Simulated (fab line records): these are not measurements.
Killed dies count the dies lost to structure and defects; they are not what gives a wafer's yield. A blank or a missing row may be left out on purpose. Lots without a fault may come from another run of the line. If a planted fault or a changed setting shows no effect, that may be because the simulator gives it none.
Which tool is to blame? | flow nand-harc | 14 lots, 42 wafers sampled, at 4 steps of a route of 1302

== WHAT EACH GAUGE READ, for each wafer ==
NHARC_A_START_INSPECT_01.
lot  | measured     | on                | raw-defect-count
L768 | day 6 22:41  | defect-inspect-02 | 2 5 1
L769 | day 7 06:26  | defect-inspect-02 | 2 2 3
L770 | day 7 10:27  | defect-inspect-01 | 1 7 2
L771 | day 8 05:31  | defect-inspect-01 | 1 4 3
L773 | day 8 23:49  | defect-inspect-02 | 5 2 4
L774 | day 9 07:16  | defect-inspect-01 | 2 1 6
L775 | day 9 15:37  | defect-inspect-02 | 2 4 3
L778 | day 10 23:46 | defect-inspect-02 | 4 5 3
L783 | day 12 19:15 | defect-inspect-02 | 9 1 1
L784 | day 13 10:44 | defect-inspect-02 | 0 4 6
L785 | day 13 16:08 | defect-inspect-02 | 1 4 1
L786 | day 14 09:22 | defect-inspect-02 | 6 2 5
L787 | day 14 09:38 | defect-inspect-01 | 4 2 2
L789 | day 15 09:33 | defect-inspect-01 | 3 1 4

NHARC_A_SOURCE_PLATE_INSPECT_08.
lot  | measured     | on                | raw-defect-count
L768 | day 7 17:56  | defect-inspect-01 | 47 34 49
L769 | day 8 04:14  | defect-inspect-02 | 58 93 39
L770 | day 8 08:32  | defect-inspect-02 | 48 55 43
L771 | day 9 03:43  | defect-inspect-01 | 40 34 33
L773 | day 9 21:55  | defect-inspect-01 | 43 53 47
L774 | day 10 04:58 | defect-inspect-02 | 42 105 54
L775 | day 10 13:46 | defect-inspect-02 | 31 63 40
L778 | day 11 23:16 | defect-inspect-01 | 91 94 96
L783 | day 13 19:59 | defect-inspect-01 | 53 51 38
L784 | day 14 12:10 | defect-inspect-01 | 37 46 58
L785 | day 14 12:10 | defect-inspect-02 | 42 111 40
L786 | day 15 07:05 | defect-inspect-02 | 56 73 55
L787 | day 15 07:06 | defect-inspect-01 | 66 46 64
L789 | day 16 05:17 | defect-inspect-02 | 36 77 54

NHARC_A_ONON_D1_THK_MEAS_11: measures by ellipsometry.
lot  | measured     | on            | thk-nm (nm)
L768 | day 7 20:13  | film-metro-01 | 1001 999 1000
L769 | day 8 06:33  | film-metro-01 | 1008 1005 1006
L770 | day 8 10:48  | film-metro-02 | 998 997 998
L771 | day 9 05:59  | film-metro-02 | 991 993 991
L773 | day 10 00:12 | film-metro-02 | 992 993 995
L774 | day 10 07:15 | film-metro-02 | 999 998 1000
L775 | day 10 16:02 | film-metro-01 | 1004 1005 1002
L778 | day 12 01:33 | film-metro-02 | 999 1000 1000
L785 | day 14 14:27 | film-metro-02 | 992 990 991
L786 | day 15 09:22 | film-metro-01 | 1017 1019 1014
L787 | day 15 09:25 | film-metro-01 | 1001 1002 1001
L789 | day 16 07:34 | film-metro-02 | 996 995 996

== TOOL THAT RAN EACH LOT (tool first, then ch and the chambers of the sampled wafers, then the start) ==
lot  | NHARC_A_SOURCE_PLATE_OXIDE_02
L768 | furnace-06 ch 0, day 7 03:52
L769 | furnace-06 ch 0, day 7 11:34
L770 | furnace-06 ch 0, day 7 15:49
L771 | furnace-06 ch 0, day 8 10:39
L773 | furnace-08 ch 0, day 9 05:17
L774 | furnace-06 ch 0, day 9 12:16
L775 | furnace-07 ch 0, day 9 21:10
L778 | furnace-08 ch 0, day 11 05:12
L783 | furnace-08, day 13 00:41
L784 | furnace-06, day 13 19:33
L785 | furnace-06 ch 0, day 13 19:33
L786 | furnace-06 ch 0, day 14 14:25
L787 | furnace-06 ch 0, day 14 14:25
L789 | furnace-06 ch 0, day 15 12:13
- NHARC_A_SOURCE_PLATE_OXIDE_02: material SiO2, target thk 10 nm, ox time 1362 s.

== AS READ BY THE TOOLS THEMSELVES (means over the sampled wafers that have a number; for cases with no such wafer, the mark the record gives instead) ==
NHARC_A_SOURCE_PLATE_OXIDE_02.
lot  | tool       | ox-temp-c (C) | spike-tc-top-C (C) | tube-center-temp-C (C)
L768 | furnace-06 | 900.2         | 907.8              | 900
L769 | furnace-06 | 899.8         | 907.8              | 900
L770 | furnace-06 | 900.4         | 908.0              | 900
L771 | furnace-06 | 899.6         | 907.2              | 900
L773 | furnace-08 | 899.8         | 911.7              | 900
L774 | furnace-06 | 900.6         | 907.5              | 900
L775 | furnace-07 | 900.0         | 913.3              | 900
L778 | furnace-08 | 900.5         | 911.5              | 900
L783 | furnace-08 | -             | -                  | -
L784 | furnace-06 | -             | -                  | -
L785 | furnace-06 | 900.5         | 907.0              | 900
L786 | furnace-06 | 900.6         | 907.9              | 900
L787 | furnace-06 | 899.9         | 907.1              | 900
L789 | furnace-06 | 899.8         | 907.0              | 900

== THE ANSWER, worked out from the rows above alone ==
Rule: the lots themselves supply what counts as usual. Put in order of their means at a reading, lots are off if they are a third of the lots or fewer, leave a main group of 4 or more, and stand apart from it by a gap of 3 or more times the standard deviation of the main group's means; of several such gaps the widest counts. A main group is skipped when, at the precision printed for the reading in the tables above, its means are all equal. A lot without any number at a reading at which 4 lots or more have one is off too. All remaining lots with rows at the step are treated as sound. After the gauges, taken in route order, come the tools' own readings; for these a lot's mean is taken, as printed above. At the first step where some lot is off, the reading lying furthest off is the one used; lots without a number count as furthest.
Off: L783, L784 (NHARC_A_SOURCE_PLATE_OXIDE_02, ox-temp-c). Without a number there: L783, L784. Main group: mean 900.1 C, sd 0.35.
If a tool, at that step or one of the process steps before it, ran each lot that is off and ran no sound lot following the first of them, it fits. No candidate that was tried fits.

== WHAT WAS PUT IN BY THE SIMULATOR ==
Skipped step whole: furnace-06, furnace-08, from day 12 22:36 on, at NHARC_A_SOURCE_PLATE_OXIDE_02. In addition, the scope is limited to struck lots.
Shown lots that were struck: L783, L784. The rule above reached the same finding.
